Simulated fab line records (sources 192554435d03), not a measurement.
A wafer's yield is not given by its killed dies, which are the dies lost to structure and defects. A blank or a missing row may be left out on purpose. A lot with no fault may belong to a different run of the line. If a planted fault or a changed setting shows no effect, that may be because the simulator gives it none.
fab line records ; flow n5_finfet
record: lots: 11; wafers: 31; last_day: 17
route steps=1938 shown SD_EPI_P@306 SD_ACTIVATION@330 ILD0@335 GATE_CUT@512 PASSIVATION@1936
lots untouched by any fault: they come from a run of this same line in which no faults occurred
start_h: the number of hours between the record's first day and the start of the first shown wafer of the lot ; wait_h: time in hours since the lot's previous step ; " same as the row above ; L1.1+2: a row that stands for several wafers ; - value missing, or start not given ; * or withheld: withheld ; < > ~ a bound
route shown NAME@n: a module of which the file shows steps, and the number in the route of the first ; usual: the fault-free wafers' mean and standard deviation ; same: alike in all rows ; chamber/n: place in a boat ; sites: each site's reading ; _std_site: standard deviation across them ; _edge_site: mean of outer sites minus mean of inner sites ; radius_mm: how far each site lies from the wafer's centre ; mask NAME#n: copy n ; behind: the most recent tool/chamber to have shaped the wafer ; hold: the reason the lot was held/the length of the hold in hours/how it ended ; device: which transistor (n, p or np) failed to switch ; end of line: the route-end tests of the same wafers ; a step without rows: its recipe alone ; killed: at the first sort, the dies lost to defects and structure; wafer yield is something else ; map: per-die view of a wafer (x killed, . not killed, _ where there is no die)
set.NAME: the run value of the setting; set.NAME@STEP: its run value at that earlier step ; model.NAME: the simulator's own value behind a step, which no gauge read
a sample of lots followed through the steps of the route, with each step as a table and each wafer as a row
services: when a tool's chamber went out of use (start_h, in hours from the record's first day, below 0 if earlier), for how many hours, and the reason
== steps ==
step: N5_SD_EPI_P_DESCUM_14
recipe: chemistry: O2; time_s: 7.9; source_power_w: 50; bias_power_w: 20; pressure_mtorr: 20; rf_frequency_hz: 2.712e+07; temp_c: 40; resist: CAR-ArF-block; o2_flow_sccm: 225
usual: drypump_motor_current_A: 5.8/0.48; oes_product_au: 0.81/0.072; rf_vpp_V: 243.4/1.3; showerhead_plenum_p_Torr: 2.11/0.065; throttle_valve_pct: 20.29/0.18
same: time_s: 7.9
lot.wafer;tool;chamber;start_h;wait_h;drypump_motor_current_A;oes_product_au;rf_hours_counter_h;rf_vpp_V;showerhead_plenum_p_Torr;throttle_valve_pct
L553.1;rie_diel-06;0;54.72;0.0;6.2;0.73;192;244.9;2.08;20.21
L553.4;rie_diel-06;3;54.72;0.0;5.8;0.84;72;242.9;2.04;20.55
L553.6;rie_diel-06;0;54.72;0.0;6.2;0.72;-;242.8;2.08;20.20
L554.1;rie_diel-02;2;59.76;0.0;6.1;0.88;30;242.6;2.14;20.44
L554.4;rie_diel-02;0;59.76;0.0;5.8;0.85;-;244.8;2.13;20.04
L554.5;rie_diel-02;0;59.76;0.0;5.8;0.84;-;244.1;2.13;20.03
L555.2;rie_diel-06;2;67.73;0.0;6.6;0.72;212;243.5;2.07;20.64
L555.3;rie_diel-06;0;67.73;0.0;6.2;0.73;196;243.4;2.08;20.20
L555.5;rie_diel-06;1;67.73;0.0;5.2;0.85;-;242.3;2.05;20.35
L556.1;rie_diel-05;3;71.84;0.0;5.8;0.78;113;245.1;2.21;20.14
L556.4;rie_diel-05;0;71.84;0.0;5.0;0.78;-;244.5;2.19;20.17
L556.5;rie_diel-05;3;71.84;0.0;5.8;0.78;-;244.8;2.21;20.12
L557.1;rie_diel-06;2;76.94;0.0;6.6;0.72;214;241.5;2.07;20.63
L557.4;rie_diel-06;1;76.94;0.0;5.2;0.85;63;241.7;2.05;20.37
L557.6;rie_diel-06;2;76.94;0.0;6.5;0.71;-;242.9;2.07;20.66
L558.4;rie_diel-06;0;85.60;0.0;6.2;0.72;200;242.1;2.08;20.21
L558.5;rie_diel-06;2;85.60;0.0;6.6;0.72;-;243.0;2.07;20.65
L558.6;rie_diel-06;3;85.60;0.0;5.8;0.83;-;243.6;2.04;20.57
L559.2;rie_diel-02;1;95.02;0.0;6.4;0.94;6;245.1;2.25;20.34
L559.3;rie_diel-02;3;95.02;0.0;4.7;0.87;44;242.8;2.03;20.03
L559.6;rie_diel-02;1;95.02;0.0;6.4;0.96;-;245.1;2.25;20.35
L560.1;rie_diel-05;2;95.38;0.0;5.3;0.99;6;243.6;2.05;20.19
L560.4;rie_diel-05;0;95.38;0.0;5.0;0.78;139;244.7;2.19;20.21
L560.5;rie_diel-05;1;95.38;0.0;6.0;0.77;-;244.1;2.10;20.13
L562.1;rie_diel-06;3;110.09;0.0;5.8;0.83;84;241.7;2.04;20.57
L562.4;rie_diel-06;0;110.09;0.0;6.2;0.73;205;242.3;2.08;20.21
L562.6;rie_diel-06;0;110.09;0.0;6.2;0.71;-;242.1;2.08;20.21
L567.1;rie_diel-06;0;145.10;0.0;6.2;0.71;215;245.2;2.07;20.23
L567.4;rie_diel-06;3;145.10;0.0;5.8;0.81;95;240.4;2.03;20.58
L569.5;rie_diel-05;0;150.19;0.0;5.0;0.77;-;244.2;2.18;20.24
L569.6;rie_diel-05;3;150.19;0.0;5.8;0.77;-;244.3;2.20;20.16
step: N5_SD_ACTIVATION_RTA_00
recipe: temp_c: 975; time_s: 0; ambient: N2; idle_temp_c: 600; ramp_up_c_per_s: 150; ramp_down_c_per_s: 60; cool_to_c: 600
usual: lamp_power_pct: 8.95/0.053; lamp_zone_6_pct: 8.880/0.03; wafer_temp_C_max: 975.2/1.8
same: time_s: 0
lot.wafer;tool;chamber;start_h;wait_h;lamp_power_pct;lamp_zone_6_pct;wafer_temp_C_max
L553.1;rtp_anneal-02;0;58.49;0.1;8.87;8.899;977.9
L553.4;rtp_anneal-02;0;58.49;0.1;9.03;8.869;974.5
L553.6;rtp_anneal-02;0;58.49;0.1;8.95;8.809;974.9
L554.1;rtp_anneal-02;0;64.76;0.1;8.92;8.875;977.2
L554.4;rtp_anneal-02;0;64.76;0.1;8.91;8.894;972.6
L554.5;rtp_anneal-02;0;64.76;0.1;8.98;8.849;974.7
L555.2;rtp_anneal-02;0;72.38;0.1;9.02;8.925;973.4
L555.3;rtp_anneal-02;0;72.38;0.1;9.03;8.894;976.4
L555.5;rtp_anneal-02;0;72.38;0.1;8.95;8.882;976.2
L556.1;rtp_anneal-02;0;77.55;0.0;9.05;8.867;973.5
L556.4;rtp_anneal-02;0;77.55;0.0;8.97;8.859;976.1
L556.5;rtp_anneal-02;0;77.55;0.0;8.92;8.856;974.1
L557.1;rtp_anneal-02;0;80.69;0.0;8.92;8.873;974.0
L557.4;rtp_anneal-02;0;80.69;0.0;8.96;8.875;976.3
L557.6;rtp_anneal-02;0;80.69;0.0;9.03;8.879;973.1
L558.4;rtp_anneal-01;0;89.43;0.1;8.90;8.842;975.5
L558.5;rtp_anneal-01;0;89.43;0.1;8.97;8.881;977.3
L558.6;rtp_anneal-01;0;89.43;0.1;8.95;8.915;977.1
L559.2;rtp_anneal-01;0;98.81;0.1;9.01;8.854;975.7
L559.3;rtp_anneal-01;0;98.81;0.1;8.97;8.838;975.5
L559.6;rtp_anneal-01;0;98.81;0.1;8.93;8.903;975.3
L560.1;rtp_anneal-01;0;99.12;0.0;9.06;8.902;974.4
L560.4;rtp_anneal-01;0;99.12;0.0;8.86;8.888;979.1
L560.5;rtp_anneal-01;0;99.12;0.0;8.93;8.836;978.9
L562.1;rtp_anneal-01;0;114.00;0.2;8.97;8.871;973.6
L562.4;rtp_anneal-01;0;114.00;0.2;8.93;8.913;976.4
L562.6;rtp_anneal-01;0;114.00;0.2;8.93;8.912;974.9
L567.1;rtp_anneal-02;0;150.81;0.0;8.93;8.896;974.6
L567.4;rtp_anneal-02;0;150.81;0.0;9.04;8.842;974.5
L569.5;rtp_anneal-02;0;155.84;0.1;8.90;8.872;976.6
L569.6;rtp_anneal-02;0;155.84;0.1;8.93;8.894;977.5
step: N5_ILD0_LINER_00
recipe: material: SiNx; target_thk_a: 40; temp_c: 400; ald_precursor_family: SiH2I2; ald_co_reactant: N2/H2-plasma; pulse_time_s: 1; purge_time_s: 2; co_reactant_purge_time_s: 2; ald_cycles: 80; pressure_torr: 2
usual: heater_power_w: 853/90; precursor_pulse_height_rel: 1.001/0.023; susceptor_temp_C: 400.02/0.24
lot.wafer;tool;chamber;start_h;wait_h;heater_power_w;precursor_pulse_height_rel;susceptor_temp_C
L553.1;ald_sin-01;3;59.46;0.0;914;0.983;400.39
L553.4;ald_sin-01;0;59.46;0.0;809;0.994;399.91
L553.6;ald_sin-01;3;59.46;0.0;907;0.991;400.02
L554.1;ald_sin-03;0;65.71;0.0;824;1.016;400.13
L554.4;ald_sin-03;3;65.71;0.0;798;1.021;400.10
L554.5;ald_sin-03;0;65.71;0.0;845;1.044;399.76
L555.2;ald_sin-01;3;73.26;0.0;940;1.038;399.86
L555.3;ald_sin-01;0;73.26;0.0;823;0.957;400.01
L555.5;ald_sin-01;2;73.26;0.0;1042;1.047;400.20
L556.1;ald_sin-03;3;78.87;0.4;807;1.011;399.86
L556.4;ald_sin-03;2;78.87;0.4;976;1.008;399.83
L556.5;ald_sin-03;3;78.87;0.4;789;1.018;399.82
L557.1;ald_sin-01;0;81.63;0.0;828;0.998;400.01
L557.4;ald_sin-01;3;81.63;0.0;920;1.008;399.95
L557.6;ald_sin-01;2;81.63;0.0;1046;1.037;399.87
L558.4;ald_sin-04;2;90.57;0.5;856;1.006;400.18
L558.5;ald_sin-04;0;90.57;0.5;689;1.006;400.13
L558.6;ald_sin-04;1;90.57;0.5;876;1.019;400.24
L559.2;ald_sin-04;0;99.84;0.3;689;1.005;400.20
L559.3;ald_sin-04;1;99.84;0.3;878;0.987;399.76
L559.6;ald_sin-04;3;99.84;0.3;913;0.971;399.87
L560.1;ald_sin-03;2;99.90;0.1;941;1.075;399.98
L560.4;ald_sin-03;1;99.90;0.1;772;1.004;399.67
L560.5;ald_sin-03;0;99.90;0.1;820;0.998;399.97
L562.1;ald_sin-04;1;114.76;0.0;907;0.982;399.50
L562.4;ald_sin-04;3;114.76;0.0;901;1.018;399.80
L562.6;ald_sin-04;3;114.76;0.0;886;0.996;400.13
L567.1;ald_sin-04;3;151.60;0.0;909;0.995;399.77
L567.4;ald_sin-04;0;151.60;0.0;729;1.002;400.37
L569.5;ald_sin-03;3;156.75;0.3;793;1.001;400.32
L569.6;ald_sin-03;0;156.75;0.3;817;0.975;399.90
step: N5_ILD0_PRECLEAN_10
recipe: chemistry: NF3:NH3; afs_cycles: 5; time_s: 20; temp_c: 30; sublimation_temp_c: 180; sublimation_time_s: 60; pressure_torr: 3; rf_power_w: 30
usual: time_s: 20/0
lot.wafer;tool;chamber;start_h;wait_h;time_s
L553.1;remote_plasma-02;0;62.50;0.0;20
L553.4;remote_plasma-02;0;62.50;0.0;20
L553.6;remote_plasma-02;0;62.50;0.0;20
L554.1;remote_plasma-02;0;68.73;0.0;20
L554.4;remote_plasma-02;0;68.73;0.0;20
L554.5;remote_plasma-02;0;68.73;0.0;20
L555.2;remote_plasma-01;0;77.01;0.2;20
L555.3;remote_plasma-01;0;77.01;0.2;20
L555.5;remote_plasma-01;0;77.01;0.2;20
L556.1;remote_plasma-02;1;81.89;0.0;20
L556.4;remote_plasma-02;1;81.89;0.0;20
L556.5;remote_plasma-02;1;81.89;0.0;20
L557.1;remote_plasma-02;0;84.66;0.0;20
L557.4;remote_plasma-02;0;84.66;0.0;20
L557.6;remote_plasma-02;0;84.66;0.0;20
L558.4;remote_plasma-01;0;93.92;0.4;20
L558.5;remote_plasma-01;0;93.92;0.4;20
L558.6;remote_plasma-01;0;93.92;0.4;20
L559.2;remote_plasma-01;0;102.97;0.1;20
L559.3;remote_plasma-01;0;102.97;0.1;20
L559.6;remote_plasma-01;0;102.97;0.1;20
L560.1;remote_plasma-02;0;103.23;0.0;20
L560.4;remote_plasma-02;0;103.23;0.0;20
L560.5;remote_plasma-02;0;103.23;0.0;20
L562.1;remote_plasma-02;1;117.78;0.0;20
L562.4;remote_plasma-02;1;117.78;0.0;20
L562.6;remote_plasma-02;1;117.78;0.0;20
L567.1;remote_plasma-02;0;154.66;0.0;11.092
L567.4;remote_plasma-02;0;154.66;0.0;20
L569.5;remote_plasma-02;0;160.01;0.5;20
L569.6;remote_plasma-02;0;160.01;0.5;11.092
step: N5_GATE_CUT_THK_MEAS_24
recipe: reads: SiO2_of_GATE_CUT_HM_DEP_46+SiO2_flowable_of_ILD0_FCVD_FILL_01
usual: GC_FILL_THK: 220.2/1.8
lot.wafer;tool;chamber;start_h;wait_h;GC_FILL_THK[nm]
L553.1;film_metro-02;-;86.13;-;220.3
L553.4;film_metro-02;-;86.13;-;219.9
L553.6;film_metro-02;-;86.13;-;219.9
L554.1;film_metro-01;-;93.58;-;217.6
L554.4;film_metro-01;-;93.58;-;219.7
L554.5;film_metro-01;-;93.58;-;218.6
L555.2;film_metro-01;-;102.11;-;218.9
L555.3;film_metro-01;-;102.11;-;216.5
L555.5;film_metro-01;-;102.11;-;218.8
L556.1;film_metro-01;-;106.49;-;217.6
L556.4;film_metro-01;-;106.49;-;220.4
L556.5;film_metro-01;-;106.49;-;221.3
L557.1;film_metro-01;-;108.26;-;220.5
L557.4;film_metro-01;-;108.26;-;221.4
L557.6;film_metro-01;-;108.26;-;221.6
L558.4;film_metro-01;-;118.13;-;219.9
L558.5;film_metro-01;-;118.13;-;221.7
L558.6;film_metro-01;-;118.13;-;219.7
L559.2;film_metro-02;-;126.78;-;219.0
L559.3;film_metro-02;-;126.78;-;219.2
L559.6;film_metro-02;-;126.78;-;221.2
L560.1;film_metro-01;-;128.03;-;218.1
L560.4;film_metro-01;-;128.03;-;218.9
L560.5;film_metro-01;-;128.03;-;218.5
L562.1;film_metro-01;-;142.45;-;219.2
L562.4;film_metro-01;-;142.45;-;221.7
L562.6;film_metro-01;-;142.45;-;219.2
L567.1;film_metro-02;-;179.07;-;227.1
L567.4;film_metro-02;-;179.07;-;224.1
L569.5;film_metro-01;-;184.32;-;220.6
L569.6;film_metro-01;-;184.32;-;227.0
step: N5_PASSIVATION_PROBE_49
usual: killed_at_M0_to_M3: 36/11; killed_at_M4_up: 14/5.6; killed_at_contacts: 11/5.6; killed_at_front_end: 40/12; killed_at_other: 4/3.2; killed_dies: 105/17; killed_open: 69/12; killed_short: 34/8.4
same: gross_dies: 1180; killed_at_back_side: 0
lot.wafer;tool;chamber;start_h;wait_h;killed_at_M0_to_M3;killed_at_M4_up;killed_at_contacts;killed_at_front_end;killed_at_other;killed_dies;killed_open;killed_short
L554.1;prober-01;-;324.07;0.0;54;17;28;40;5;144;99;41
L554.4;prober-01;-;324.22;0.2;41;33;24;35;3;136;83;50
L554.5;prober-01;-;324.27;0.2;44;21;6;52;3;126;78;44
L569.5;prober-02;-;410.05;0.2;25;32;7;24;1;89;64;25
L569.6;prober-02;-;410.10;0.3;35;24;18;22;12;111;79;32
killed by level:class
L554.1 MOL_CONTACT_COAG:geometric_particle:open=23 BEOL_M2:geometric_particle:open=17 DUMMY_GATE:geometric_particle:open=10 BEOL_M0_SAQP:geometric_particle:open=10 BEOL_M0_SAQP:geometric_particle:short=8 STI_FIN_REVEAL:geometric_particle:open=7 BEOL_M4:geometric_particle:open=7 FIN_SAQP:geometric_particle:open=6
L554.4 BEOL_M4:geometric_particle:open=17 MOL_CONTACT_COAG:geometric_particle:open=15 BEOL_M0_SAQP:geometric_particle:short=10 MOL_CONTACT_COAG:geometric_particle:short=9 FIN_SAQP:geometric_particle:open=8 BEOL_M3:geometric_particle:open=8 FIN_SAQP:geometric_particle:short=6 DUMMY_GATE:geometric_particle:open=6
L554.5 BEOL_M2:geometric_particle:open=10 STI_FIN_REVEAL:geometric_particle:open=9 BEOL_M1:geometric_particle:open=9 FIN_SAQP:geometric_particle:open=8 BEOL_M0_SAQP:geometric_particle:short=7 BEOL_M0_SAQP:geometric_particle:open=7 BEOL_M4:geometric_particle:open=6 FIN_SAQP:geometric_particle:short=5
L569.5 BEOL_M4:geometric_particle:open=19 BEOL_M2:geometric_particle:open=8 BEOL_M4:geometric_particle:short=7 MOL_CONTACT_COAG:geometric_particle:open=6 BEOL_M3:geometric_particle:open=5 STI_FIN_REVEAL:geometric_particle:open=4 DUMMY_GATE:geometric_particle:open=4 BEOL_M0_SAQP:geometric_particle:short=4
L569.6 MOL_CONTACT_COAG:geometric_particle:open=13 BEOL_M1:geometric_particle:open=10 BEOL_M2:geometric_particle:open=7 BEOL_M4:geometric_particle:open=7 BEOL_M0_SAQP:geometric_particle:open=6 MOL_CONTACT_COAG:geometric_particle:short=5 BEOL_M5:geometric_particle:open=5 BEOL_M0_SAQP:geometric_particle:short=5
== services ==
tool;chamber;start_h;hours;kind
rie_diel-06;-;42.87;0.3;repair
ald_sin-04;-;44.97;2.8;pm
rie_diel-05;0;46.17;9.6;repair
rie_diel-02;3;47.28;15.7;repair
ald_sin-01;1;48.13;11.9;repair
ald_sin-03;-;79.71;2.8;pm
ald_sin-03;-;85.81;14.0;pm
ald_sin-03;0;85.81;14.0;vent_cycle
ald_sin-03;1;85.81;14.0;vent_cycle
ald_sin-03;2;85.81;14.0;vent_cycle
ald_sin-03;3;85.81;14.0;vent_cycle
ald_sin-01;2;93.51;33.4;repair
rie_diel-02;0;96.26;6.7;repair
rie_diel-02;-;97.17;0.2;repair
ald_sin-03;0;99.81;-;clean
ald_sin-03;1;99.81;-;clean
ald_sin-03;2;99.81;-;clean
ald_sin-03;-;104.73;6.1;pm
rie_diel-02;-;112.60;2.8;pm
ald_sin-03;1;127.01;11.4;repair
rie_diel-06;2;128.81;12.8;repair
ald_sin-01;0;131.12;7.1;repair
remote_plasma-01;-;142.95;1.3;repair
rie_diel-06;-;143.51;0.7;repair
== key ==
first_sign: step: N5_ILD0_PRECLEAN_10; reading: time_s; direction: down; sigmas: 99+; usual: *; struck: *
effect: step: N5_GATE_CUT_THK_MEAS_24; reading: GC_FILL_THK; direction: up; sigmas: 3.8; usual: 220.2; struck: 227.1
met_at N5_ILD0_PRECLEAN_10
struck_lots L567,L569
struck_wafers L567.1,L569.6
rows_end L567.1
tester_left_out L569
not_acting_at N5_SD_EPI_P_DESCUM_14,N5_SD_ACTIVATION_RTA_00,N5_ILD0_LINER_00
onset_between 117.78 154.66
fault: kind: process_parameter_drift; tool: remote_plasma-02; chamber: -; onset_h: 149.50; steps: N5_ILD0_PRECLEAN_10; channel: time_s; offset: *; shape: step; end_h: 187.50; scope: struck_wafers_only; acts_in: *; stated: *
tester_left_out: of these lots the tester's yield and bins aren't shown, on N5 and GAA mostly nor the transistor test; their killed dies are dies lost to structure and defects alone, not to doping, threshold or leakage, so they don't give the yield
rows_end: these wafers met a further fault down the route, and their rows from its step on are left out
